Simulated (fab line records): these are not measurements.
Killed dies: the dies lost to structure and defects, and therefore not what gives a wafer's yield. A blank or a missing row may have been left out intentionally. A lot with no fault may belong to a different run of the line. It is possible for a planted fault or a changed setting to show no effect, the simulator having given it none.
fab line records | flow n5Finfet
[record] lots = 5 | wafers = 15 | lastDay = 18
route steps=1938 shown FIN_CUT@166 PASSIVATION@1936
lots that met no fault: from a run of the same line without faults
startH: hours from the record's opening day to when the first of the lot's shown wafers began | waitH: how many hours have passed since the lot's step before this one | " unchanged from the row above | L1.1+2: several wafers, shown together as one row | - value missing, or start not given | * or withheld: withheld | < > ~ a bound
route shown NAME@n: NAME is a module with steps in the file, n the number in the route of the first one | usual: average and standard deviation across the fault-free wafers | same: alike in all rows | chamber/n: place in a boat | sites: readings site by site | _std_site: how widely they spread, as a standard deviation | _edge_site: mean of outer sites minus mean of inner sites | radiusMm: how far each site lies from the wafer's centre | mask NAME#n: copy n | behind: tool/chamber where the wafer was last shaped | hold: the reason the lot was held/the length of the hold in hours/how it ended | device: names the non-switching transistor (n, p or np) | end of line: the same wafers' tests at the end of the route | step lacking rows: just its recipe | killed: dies lost to structure and defects at the first sort, not the wafer's yield | map: per-die view of a wafer (x killed, . not killed, _ where there is no die)
set.NAME: the setting the step ran with; set.NAME@STEP: the setting that earlier step ran with | model.NAME: the simulator's own value behind a step, which no gauge read
lots at selected steps of the route; one table per step, one row per wafer
services: the hour from which a tool's chamber was out of use, counted from the record's first day as startH (under 0 if before that day), plus the number of hours and why
[[steps]]
[step N5_FIN_CUT_DESCUM_13]
[recipe] chemistry = O2 | timeS = 7 | sourcePowerW = 50 | biasPowerW = 20 | pressureMtorr = 20 | rfFrequencyHz = 2.712e+07 | tempC = 40 | resist = CAR-EUV | o2FlowSccm = 225
[step N5_FIN_CUT_ETCH_30]
[recipe] chemistry = N2/H2 | target = underlayer | targetDepthA = 130 | maskMaterial = CAR-EUV | timeS = 10.4 | ionEnergyEv = 200 | pressureMtorr = 30 | sourceW = 840 | biasW = 150 | n2FlowSccm = 200 | h2FlowSccm = 200 | ends = cleared
[step N5_FIN_CUT_ETCH_20]
[recipe] chemistry = CF4 | target = SiARC | targetDepthA = 260 | maskMaterial = CAR-EUV | timeS = 43.3 | ionEnergyEv = 80 | pressureMtorr = 40 | sourceW = 545 | biasW = 36 | Ar_flow_sccm = 100 | cf4FlowSccm = 100 | ends = cleared
[usual] drypumpMotorCurrentA = 5.6/0.43 | etchRfOnTimeS = 43.4/1.7 | oesProductAu = 0.68/0.062 | rfVppV = 184.3/1.2 | showerheadPlenumPTorr = 2.16/0.072 | throttleValvePct = 15.61/0.18
lot.wafer | tool       | chamber | startH | waitH | drypumpMotorCurrentA | etchRfOnTimeS | oesProductAu | rfHoursCounterH | rfVppV | showerheadPlenumPTorr | throttleValvePct
L757.2    | rieDiel-03 | 3       | 46.52  | 0.0   | 4.9                  | 42.7          | 0.67         | 137             | 185.4  | 2.23                  | 15.84
L757.3    | "          | 1       | "      | "     | 6.4                  | 43.3          | 0.69         | 117             | 183.9  | 2.16                  | 15.63
L757.6    | "          | 2       | "      | "     | 5.4                  | 41.8          | 0.63         | -               | 183.1  | 2.20                  | 15.58
L758.2    | rieDiel-02 | 0       | 51.43  | 0.0   | 5.5                  | 43.9          | 0.72         | 68              | 185.2  | 2.08                  | 15.35
L758.4    | "          | 2       | "      | "     | 5.5                  | 39.8          | 0.70         | 142             | 183.1  | 2.16                  | 15.65
L758.5    | "          | 1       | "      | "     | 5.4                  | 40.7          | 0.79         | -               | 186.6  | 2.28                  | 15.33
L760.2    | rieDiel-03 | 1       | 62.83  | 0.0   | 6.4                  | 43.6          | 0.68         | 123             | 184.0  | 2.16                  | 15.63
L760.4    | "          | 3       | "      | "     | 4.9                  | 43.1          | 0.66         | -               | 184.7  | 2.23                  | 15.84
L760.5    | "          | 2       | "      | "     | 5.4                  | 42.8          | 0.62         | -               | 184.1  | 2.20                  | 15.57
L763.1    | rieDiel-02 | 1       | 83.29  | 0.0   | 5.4                  | 40.9          | 0.79         | 34              | 186.3  | 2.28                  | 15.32
L763.3    | "          | 2       | "      | "     | 5.5                  | 40.4          | 0.67         | 150             | 182.8  | 2.15                  | 15.65
L763.4    | "          | 3       | "      | "     | 5.6                  | 46.0          | 0.63         | 169             | 182.3  | 2.04                  | 15.69
L771.2    | rieDiel-02 | 3       | 130.16 | 0.0   | 5.7                  | 46.0          | 0.62         | 182             | 182.1  | 2.03                  | 15.72
L771.3    | "          | 2       | "      | "     | 5.5                  | 40.5          | 0.67         | 164             | 184.1  | 2.15                  | 15.70
L771.6    | "          | 3       | "      | "     | 5.7                  | 46.1          | 0.63         | -               | 181.8  | 2.03                  | 15.71
[step N5_FIN_CUT_ETCH_21]
[recipe] chemistry = N2/H2 | target = SOC | targetDepthA = 2190 | overetchA = 438 | maskMaterial = SiARC | tempC = 40 | ionEnergyEv = 100 | biasW = 61 | timeS = 523.5 | pressureMtorr = 30 | sourceW = 850 | n2FlowSccm = 200 | h2FlowSccm = 200
[step N5_FIN_CUT_STRIP_23]
[recipe] chemistry = N2/H2 | tempC = 40 | n2FlowSccm = 200 | h2FlowSccm = 200 | rfFrequencyHz = 6e+07
[step N5_FIN_CUT_STRIP_31]
[recipe] chemistry = N2/H2 | tempC = 40 | n2FlowSccm = 200 | h2FlowSccm = 200 | rfFrequencyHz = 6e+07
[step N5_FIN_CUT_STRIP_24]
[recipe] chemistry = CF4 | resist = SiARC | powerW = 300 | biasPowerW = 75 | pressureMtorr = 50 | cf4FlowSccm = 150 | rfFrequencyHz = 6e+07
[step N5_FIN_CUT_CUT_ETCH_26]
[recipe] chemistry = CH3F/O2 | target = SiNx | targetDepthA = 390 | maskMaterial = SOC | timeS = 55.7 | pressureMtorr = 30 | sourceW = 395 | biasW = 73 | Ar_flow_sccm = 150 | CH3F_flow_sccm = 30 | O2_flow_sccm = 20 | ionEnergyEv = 120
[step N5_FIN_CUT_CUT_ETCH_27]
[recipe] chemistry = CHF3/O2 | target = SiO2 | targetDepthA = 40 | maskMaterial = SOC | overetchA = 20 | timeS = 4.9 | pressureMtorr = 30 | sourceW = 650 | biasW = 170 | Ar_flow_sccm = 200 | CHF3_flow_sccm = 50 | O2_flow_sccm = 5 | ionEnergyEv = 200
[usual] drypumpMotorCurrentA = 5.6/0.43 | oesProductAu = 0.63/0.057 | rfVppV = 524/12 | showerheadPlenumPTorr = 2.43/0.084 | throttleValvePct = 18.82/0.18
lot.wafer | tool       | chamber | startH | waitH | drypumpMotorCurrentA | oesProductAu | rfHoursCounterH | rfVppV | showerheadPlenumPTorr | throttleValvePct
L757.2    | rieDiel-03 | 3       | 46.95  | 0.0   | 4.9                  | 0.62         | 137             | 525    | 2.51                  | 19.10
L757.3    | "          | 1       | "      | "     | 6.4                  | 0.64         | 118             | 531    | 2.42                  | 18.79
L757.6    | "          | 2       | "      | "     | 5.4                  | 0.58         | -               | 526    | 2.50                  | 18.94
L758.2    | rieDiel-02 | 0       | 51.86  | 0.0   | 5.5                  | 0.67         | 68              | 506    | 2.34                  | 18.59
L758.4    | "          | 2       | "      | "     | 5.5                  | 0.61         | 142             | 507    | 2.42                  | 18.79
L758.5    | "          | 1       | "      | "     | 5.4                  | 0.72         | -               | 533    | 2.56                  | 18.55
L760.2    | rieDiel-03 | 1       | 63.26  | 0.0   | 6.5                  | 0.64         | 124             | 530    | 2.42                  | 18.79
L760.4    | "          | 3       | "      | "     | 4.9                  | 0.62         | -               | 526    | 2.51                  | 19.10
L760.5    | "          | 2       | "      | "     | 5.4                  | 0.57         | -               | 527    | 2.50                  | 18.91
L763.1    | rieDiel-02 | 1       | 83.72  | 0.0   | 5.4                  | 0.70         | 34              | 534    | 2.56                  | 18.56
L763.3    | "          | 2       | "      | "     | 5.5                  | 0.61         | 150             | 505    | 2.41                  | 18.81
L763.4    | "          | 3       | "      | "     | 5.7                  | 0.61         | 169             | 516    | 2.29                  | 18.86
L771.2    | rieDiel-02 | 3       | 130.59 | 0.0   | 5.7                  | 0.60         | 182             | 516    | 2.28                  | 18.87
L771.3    | "          | 2       | "      | "     | 5.5                  | 0.60         | 165             | 506    | 2.41                  | 18.84
L771.6    | "          | 3       | "      | "     | 5.7                  | 0.60         | -               | 515    | 2.28                  | 18.88
[step N5_FIN_CUT_PRECLEAN_35]
[recipe] timeS = 13.3 | tempC = 45 | pressureTorr = 125 | pHfTorr = 3 | pCoreactantTorr = 25 | chemistry = vHF
[usual] drypumpMotorCurrentA = 5.6/0.34
lot.wafer | tool         | chamber | startH | waitH | drypumpMotorCurrentA
L757.2    | vaporEtch-01 | 1       | 47.01  | 0.0   | 5.9
L757.3    | "            | 0       | "      | "     | 6.0
L757.6    | "            | 1       | "      | "     | 5.9
L758.2    | vaporEtch-02 | 1       | 51.93  | 0.0   | 5.1
L758.4    | "            | 0       | "      | "     | 5.6
L758.5    | "            | 1       | "      | "     | 5.1
L760.2    | vaporEtch-02 | 0       | 63.32  | 0.0   | 5.5
L760.4    | "            | 0       | "      | "     | 5.6
L760.5    | "            | 0       | "      | "     | 5.6
L763.1    | vaporEtch-02 | 0       | 83.79  | 0.0   | 5.6
L763.3    | "            | 1       | "      | "     | 5.1
L763.4    | "            | 0       | "      | "     | 5.6
L771.2    | vaporEtch-02 | 0       | 130.65 | 0.0   | 5.6
L771.3    | "            | 1       | "      | "     | 5.1
L771.6    | "            | 1       | "      | "     | 5.1
[step N5_FIN_CUT_CUT_ETCH_15]
[recipe] chemistry = HBr/Cl2/O2 | target = Si | targetDepthA = 1000 | btTimeS = 10 | maskMaterial = SOC | timeS = 42.4 | ionEnergyEv = * | biasW = * | pressureMtorr = 10 | icpW = 800 | HBr_flow_sccm = 150 | Cl2_flow_sccm = 80 | O2_flow_sccm = 12
[usual] drypumpMotorCurrentA = 5.7/0.44 | oesProductAu = 0.990/0.014 | throttleValvePct = 37.2/0.32
lot.wafer | tool     | chamber | startH | waitH | drypumpMotorCurrentA | oesProductAu | rfHoursCounterH | throttleValvePct
L757.2    | rieSi-05 | 1       | 47.10  | 0.1   | 5.9                  | 0.990        | 50              | 37.5
L757.3    | "        | 2       | "      | "     | 5.1                  | 0.988        | 91              | 37.0
L757.6    | "        | 1       | "      | "     | 5.9                  | 0.983        | -               | 37.5
L758.2    | rieSi-05 | 2       | 52.01  | 0.1   | 5.1                  | 0.993        | 91              | 37.0
L758.4    | "        | 1       | "      | "     | 5.9                  | 0.987        | 50              | 37.5
L758.5    | "        | 3       | "      | "     | 5.0                  | 0.985        | -               | 37.8
L760.2    | rieSi-05 | 3       | 63.40  | 0.1   | 5.1                  | 0.978        | 7               | 37.8
L760.4    | "        | 0       | "      | "     | 6.2                  | 0.993        | 8               | 36.9
L760.5    | "        | 1       | "      | "     | 5.9                  | 0.984        | -               | 37.5
L763.1    | rieSi-05 | 0       | 83.87  | 0.1   | 6.2                  | 0.986        | 8               | 36.9
L763.3    | "        | 2       | "      | "     | 5.1                  | 0.992        | 91              | 36.9
L763.4    | "        | 1       | "      | "     | 5.9                  | 0.981        | 51              | 37.5
L771.2    | rieSi-05 | 1       | 130.74 | 0.1   | 5.9                  | 0.983        | 52              | 37.5
L771.3    | "        | 0       | "      | "     | 6.2                  | 0.990        | 9               | 36.9
L771.6    | "        | 2       | "      | "     | 5.1                  | 0.982        | -               | 36.9
[step N5_FIN_CUT_CUT_ETCH_28]
[recipe] chemistry = HBr/Cl2/O2 | target = Si | targetDepthA = 60 | maskMaterial = SOC | timeS = 2.4 | ionEnergyEv = * | biasW = * | pressureMtorr = 10 | icpW = 800 | HBr_flow_sccm = 150 | Cl2_flow_sccm = 80 | O2_flow_sccm = 12
[usual] drypumpMotorCurrentA = 5.7/0.44 | oesProductAu = 0.991/0.014 | throttleValvePct = 37.2/0.32
lot.wafer | tool     | chamber | startH | waitH | drypumpMotorCurrentA | oesProductAu | rfHoursCounterH | throttleValvePct
L757.2    | rieSi-05 | 1       | 47.15  | 0.0   | 5.9                  | 0.985        | 50              | 37.5
L757.3    | "        | 2       | "      | "     | 5.1                  | 0.992        | 91              | 36.9
L757.6    | "        | 1       | "      | "     | 5.9                  | 0.991        | -               | 37.5
L758.2    | rieSi-05 | 2       | 52.06  | 0.0   | 5.1                  | 0.993        | 91              | 36.9
L758.4    | "        | 1       | "      | "     | 5.9                  | 0.982        | 50              | 37.5
L758.5    | "        | 3       | "      | "     | 5.1                  | 0.979        | -               | 37.8
L760.2    | rieSi-05 | 3       | 63.46  | 0.0   | 5.1                  | 0.993        | 7               | 37.8
L760.4    | "        | 0       | "      | "     | 6.3                  | 0.990        | 8               | 36.9
L760.5    | "        | 1       | "      | "     | 5.9                  | 0.977        | -               | 37.5
L763.1    | rieSi-05 | 0       | 83.92  | 0.0   | 6.2                  | 0.993        | 8               | 36.9
L763.3    | "        | 2       | "      | "     | 5.1                  | 0.995        | 91              | 36.9
L763.4    | "        | 1       | "      | "     | 5.9                  | 0.988        | 51              | 37.5
L771.2    | rieSi-05 | 1       | 130.79 | 0.0   | 5.9                  | 0.983        | 52              | 37.5
L771.3    | "        | 0       | "      | "     | 6.3                  | 0.981        | 9               | 36.9
L771.6    | "        | 2       | "      | "     | 5.1                  | 0.994        | -               | 36.9
[step N5_FIN_CUT_STRIP_22]
[recipe] chemistry = N2/H2 | powerW = 500 | tempC = 40 | pressureMtorr = 50 | rfFrequencyHz = 6e+07 | overashFraction = 0.3 | biasPowerW = 8 | h2Frac = 0.5 | n2FlowSccm = 300 | h2FlowSccm = 300
[usual] drypumpMotorCurrentA = 5.7/0.49 | oesProductAu = 0.79/0.082 | powerW = 500.1/1.7 | rfVppV = 54.3/2.2 | showerheadPlenumPTorr = 3.40/0.1 | throttleValvePct = 18.9/0.42
lot.wafer | tool       | chamber | startH | waitH | drypumpMotorCurrentA | oesProductAu | powerW | rfHoursCounterH | rfVppV | showerheadPlenumPTorr | throttleValvePct
L757.2    | rieDiel-03 | 3       | 47.39  | 0.2   | 4.9                  | 0.78         | 497.4  | 137             | 54.5   | 3.51                  | 19.4
L757.3    | "          | 2       | "      | "     | 5.4                  | 0.71         | 499.8  | 178             | 53.2   | 3.47                  | 18.9
L757.6    | "          | 3       | "      | "     | 4.9                  | 0.77         | 498.9  | -               | 52.9   | 3.51                  | 19.4
L758.2    | rieDiel-02 | 3       | 52.16  | 0.1   | 5.7                  | 0.78         | 500.0  | 160             | 54.0   | 3.21                  | 18.7
L758.4    | "          | 2       | "      | "     | 5.6                  | 0.78         | 500.4  | 142             | 55.9   | 3.34                  | 19.1
L758.5    | "          | 0       | "      | "     | 5.5                  | 0.85         | 501.9  | -               | 50.5   | 3.29                  | 19.0
L760.2    | rieDiel-03 | 1       | 63.56  | 0.1   | 6.5                  | 0.79         | 497.5  | 124             | 51.6   | 3.36                  | 18.4
L760.4    | "          | 3       | "      | "     | 4.9                  | 0.78         | 499.4  | -               | 51.7   | 3.50                  | 19.4
L760.5    | "          | 2       | "      | "     | 5.4                  | 0.69         | 504.0  | -               | 55.2   | 3.46                  | 18.9
L763.1    | rieDiel-03 | 2       | 83.99  | 0.0   | 5.4                  | 0.71         | 498.7  | 190             | 52.6   | 3.46                  | 18.9
L763.3    | "          | 0       | "      | "     | 6.0                  | 0.97         | 500.3  | 6               | 53.2   | 3.48                  | 19.4
L763.4    | "          | 1       | "      | "     | 6.5                  | 0.78         | 499.2  | 130             | 54.4   | 3.36                  | 18.5
L771.2    | rieDiel-03 | 0       | 130.86 | 0.0   | 6.0                  | 0.89         | 500.8  | 20              | 57.6   | 3.48                  | 19.5
L771.3    | "          | 1       | "      | "     | 6.5                  | 0.79         | 584.5  | 139             | 56.9   | 3.36                  | 18.4
L771.6    | "          | 1       | "      | "     | 6.5                  | 0.79         | 584.6  | -               | 59.4   | 3.36                  | 18.5
[step N5_FIN_CUT_PRECLEAN_36]
[recipe] chemistry = O3/DIW | timeS = 60 | tempC = 22 | o3Ppm = 10
[step N5_PASSIVATION_PROBE_49]
[usual] killed_at_M0_to_M3 = 36/10 | killed_at_M4_up = 14/5.2 | killedAtContacts = 12/6 | killedAtFrontEnd = 37/10 | killedAtOther = 4/3.3 | killedDies = 104/18 | killedOnRim = 14/4.1 | killedOpen = 68/14 | killedShort = 34/7.4
[same] grossDies = 1180 | killedAtBackSide = 0
lot.wafer | tool      | chamber | startH | waitH | killed_at_M0_to_M3 | killed_at_M4_up | killedAtContacts | killedAtFrontEnd | killedAtOther | killedDies | killedOnRim | killedOpen | killedShort
L758.2    | prober-02 | -       | 331.96 | 0.1   | 48                 | 11              | 15               | 28               | 3             | 105        | 11          | 63         | 40
L758.4    | prober-02 | -       | 332.06 | 0.2   | 25                 | 19              | 11               | 28               | 2             | 85         | 17          | 65         | 20
L758.5    | prober-02 | -       | 332.11 | 0.2   | 46                 | 16              | 9                | 42               | 3             | 116        | 18          | 62         | 52
L757.2    | prober-01 | -       | 337.25 | 0.1   | 37                 | 11              | 9                | 34               | 1             | 92         | 14          | 55         | 37
L757.3    | prober-01 | -       | 337.30 | 0.1   | 30                 | 12              | 2                | 41               | 2             | 87         | 10          | 62         | 25
L757.6    | prober-01 | -       | 337.45 | 0.3   | 29                 | 15              | 5                | 31               | 8             | 88         | 17          | 55         | 27
L763.1    | prober-02 | -       | 347.31 | 0.0   | 33                 | 19              | 18               | 43               | 1             | 114        | 21          | 82         | 30
L763.3    | prober-02 | -       | 347.41 | 0.1   | 40                 | 24              | 26               | 49               | 5             | 144        | 14          | 88         | 49
L763.4    | prober-02 | -       | 347.46 | 0.2   | 19                 | 19              | 18               | 36               | 1             | 93         | 9           | 62         | 24
L760.2    | prober-01 | -       | 362.82 | 0.1   | 27                 | 15              | 22               | 54               | 7             | 125        | 21          | 82         | 43
L760.4    | prober-01 | -       | 362.92 | 0.2   | 33                 | 10              | 12               | 41               | 0             | 96         | 7           | 61         | 35
L760.5    | prober-01 | -       | 362.97 | 0.2   | 36                 | 6               | 17               | 59               | 2             | 120        | 16          | 84         | 36
L771.2    | prober-01 | -       | 420.08 | 0.1   | 23                 | 8               | 4                | 34               | 8             | 77         | 7           | 47         | 29
L771.3    | prober-01 | -       | 420.13 | 0.1   | 31                 | 25              | 12               | 39               | 10            | 117        | 14          | 80         | 36
L771.6    | prober-01 | -       | 420.28 | 0.3   | 21                 | 27              | 8                | 57               | 6             | 119        | 14          | 88         | 31
// killed by level:class
L758.2 BEOL_M0_SAQP:geometricParticle:short=19 BEOL_M0_SAQP:geometricParticle:open=14 MOL_CONTACT_COAG:geometricParticle:open=11 BEOL_M2:geometricParticle:open=6 ILD0:geometricParticle:open=5 BEOL_M3:geometricParticle:open=5 FIN_SAQP:geometricParticle:short=4 MOL_CONTACT_COAG:geometricParticle:short=4
L758.4 MOL_CONTACT_COAG:geometricParticle:open=11 DUMMY_GATE:geometricParticle:open=9 BEOL_M0_SAQP:geometricParticle:open=8 BEOL_M3:geometricParticle:open=8 FIN_SAQP:geometricParticle:open=5 BEOL_M0_SAQP:geometricParticle:short=5 BEOL_M4:geometricParticle:short=5 BEOL_M4:geometricParticle:open=5
L758.5 BEOL_M0_SAQP:geometricParticle:short=19 BEOL_M0_SAQP:geometricParticle:open=14 ILD0:geometricParticle:open=10 FIN_SAQP:geometricParticle:short=9 BEOL_M4:geometricParticle:open=7 BEOL_M2:geometricParticle:open=6 MOL_CONTACT_COAG:geometricParticle:open=5 MOL_CONTACT_COAG:geometricParticle:short=4
L757.2 FIN_SAQP:geometricParticle:short=12 BEOL_M1:geometricParticle:open=11 MOL_CONTACT_COAG:geometricParticle:open=7 STI_FIN_REVEAL:geometricParticle:open=6 BEOL_M2:geometricParticle:open=6 BEOL_M4:geometricParticle:open=6 BEOL_M0_SAQP:geometricParticle:short=5 FIN_SAQP:geometricParticle:open=4
L757.3 STI_FIN_REVEAL:geometricParticle:open=12 BEOL_M2:geometricParticle:open=11 FIN_SAQP:geometricParticle:short=9 FIN_SAQP:geometricParticle:open=5 GATE_CUT:geometricParticle:short=5 BEOL_M1:geometricParticle:open=5 BEOL_M2:geometricParticle:short=4 BEOL_M0:geometricParticle:open=3
L757.6 BEOL_M1:geometricParticle:open=10 STI_FIN_REVEAL:geometricParticle:open=8 FIN_SAQP:geometricParticle:open=7 MOL_CONTACT_COAG:geometricParticle:open=5 BEOL_M1:geometricParticle:short=5 PASSIVATION:areaEtch=5 BEOL_M2:geometricParticle:open=4 BEOL_M4:geometricParticle:open=4
L763.1 MOL_CONTACT_COAG:geometricParticle:open=17 STI_FIN_REVEAL:geometricParticle:open=9 FIN_SAQP:geometricParticle:open=8 FIN_SAQP:geometricParticle:short=8 BEOL_M5:geometricParticle:open=7 BEOL_M1:geometricParticle:open=6 BEOL_M3:geometricParticle:open=5 ILD0:geometricParticle:open=4
L763.3 MOL_CONTACT_COAG:geometricParticle:open=19 FIN_SAQP:geometricParticle:short=14 BEOL_M3:geometricParticle:open=11 FIN_SAQP:geometricParticle:open=10 MOL_CONTACT_COAG:geometricParticle:short=7 BEOL_M5:geometricParticle:open=7 BEOL_M0_SAQP:geometricParticle:open=6 BEOL_M0_SAQP:geometricParticle:short=6
L763.4 MOL_CONTACT_COAG:geometricParticle:open=16 FIN_SAQP:geometricParticle:open=9 HKMG_FIN:areaEtch=6 FIN_SAQP:geometricParticle:short=5 BEOL_M1:geometricParticle:open=5 BEOL_M0:geometricParticle:open=4 STARTING-WAFER:geometricParticle:open=4 BEOL_M5:geometricParticle:open=4
L760.2 FIN_SAQP:geometricParticle:open=20 MOL_CONTACT_COAG:geometricParticle:open=13 FIN_SAQP:geometricParticle:short=9 MOL_CONTACT_COAG:geometricParticle:short=9 GATE_CUT:geometricParticle:short=7 BEOL_M3:geometricParticle:open=7 BEOL_M1:geometricParticle:open=6 BEOL_M0_SAQP:geometricParticle:open=5
L760.4 FIN_SAQP:geometricParticle:short=9 STI_FIN_REVEAL:geometricParticle:open=9 MOL_CONTACT_COAG:geometricParticle:open=9 BEOL_M0_SAQP:geometricParticle:short=7 BEOL_M3:geometricParticle:open=7 FIN_SAQP:geometricParticle:open=6 BEOL_M0_SAQP:geometricParticle:open=4 BEOL_M0:geometricParticle:open=4
L760.5 FIN_SAQP:geometricParticle:open=18 MOL_CONTACT_COAG:geometricParticle:open=15 BEOL_M3:geometricParticle:open=12 STI_FIN_REVEAL:geometricParticle:open=9 FIN_SAQP:geometricParticle:short=8 BEOL_M1:geometricParticle:open=7 BEOL_M0_SAQP:geometricParticle:short=6 GATE_CUT:geometricParticle:short=5
L771.2 BEOL_M0_SAQP:geometricParticle:open=7 STARTING-WAFER:geometricParticle:open=6 STI_FIN_REVEAL:geometricParticle:open=5 DUMMY_GATE:geometricParticle:open=5 MOL_CONTACT_COAG:geometricParticle:open=4 BEOL_M0_SAQP:geometricParticle:short=4 MIM_TOP_ETCH:geometricParticle:short=4 FIN_SAQP:geometricParticle:short=3
L771.3 BEOL_M4:geometricParticle:open=16 STI_FIN_REVEAL:geometricParticle:open=15 BEOL_M2:geometricParticle:open=8 MOL_CONTACT_COAG:geometricParticle:open=7 BEOL_M3:geometricParticle:open=6 MOL_CONTACT_COAG:geometricParticle:short=5 BEOL_M0_SAQP:geometricParticle:open=5 STARTING-WAFER:geometricParticle:open=5
L771.6 BEOL_M4:geometricParticle:open=18 STI_FIN_REVEAL:geometricParticle:open=11 FIN_SAQP:geometricParticle:open=8 ILD0:geometricParticle:open=7 BEOL_M1:geometricParticle:open=7 FIN_SAQP:geometricParticle:short=6 MOL_CONTACT_COAG:geometricParticle:open=6 STARTING-WAFER:geometricParticle:open=5
[[services]]
tool         | chamber | startH | hours | kind
rieDiel-03   | -       | 24.05  | 0.2   | repair
rieDiel-03   | 0       | 40.63  | -     | clean
rieDiel-03   | 0       | 40.63  | -     | consumableReplace:focusRing
rieDiel-03   | 0       | 40.63  | 23.0  | scheduledDown
rieDiel-03   | 0       | 40.63  | 23.0  | ventCycle
vaporEtch-01 | -       | 43.57  | 2.8   | pm
vaporEtch-01 | -       | 51.16  | 3.3   | repair
vaporEtch-01 | 1       | 63.01  | 2.8   | repair
rieSi-05     | -       | 90.61  | 0.2   | repair
rieDiel-02   | 2       | 105.66 | 4.1   | repair
rieDiel-02   | 0       | 109.46 | 16.2  | repair
rieDiel-02   | 3       | 114.40 | 6.5   | repair
rieDiel-03   | 1       | 114.46 | 10.7  | repair
rieSi-05     | -       | 114.55 | 0.3   | repair
rieSi-05     | 3       | 124.57 | 9.0   | repair
[[key]]
[firstSign] step = N5_FIN_CUT_STRIP_22 | reading = powerW | direction = up | sigmas = 50 | usual = * | struck = *
effect none on later readings
metAt N5_FIN_CUT_STRIP_22
struckWafers L771.3,L771.6
testerLeftOut L771
onsetBetween 83.99 130.86
[fault] kind = processParameterDrift | tool = rieDiel-03 | chamber = 1 | onsetH = 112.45 | steps = N5_FIN_CUT_STRIP_22 | channel = powerW | offset = * | shape = step | endH = 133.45 | actsIn = * | stated = *
// testerLeftOut: of these lots the tester's yield and bins aren't shown, on N5 and GAA mostly nor the transistor test; their killed dies are dies lost to structure and defects alone, not to doping, threshold or leakage, so they don't give the yield
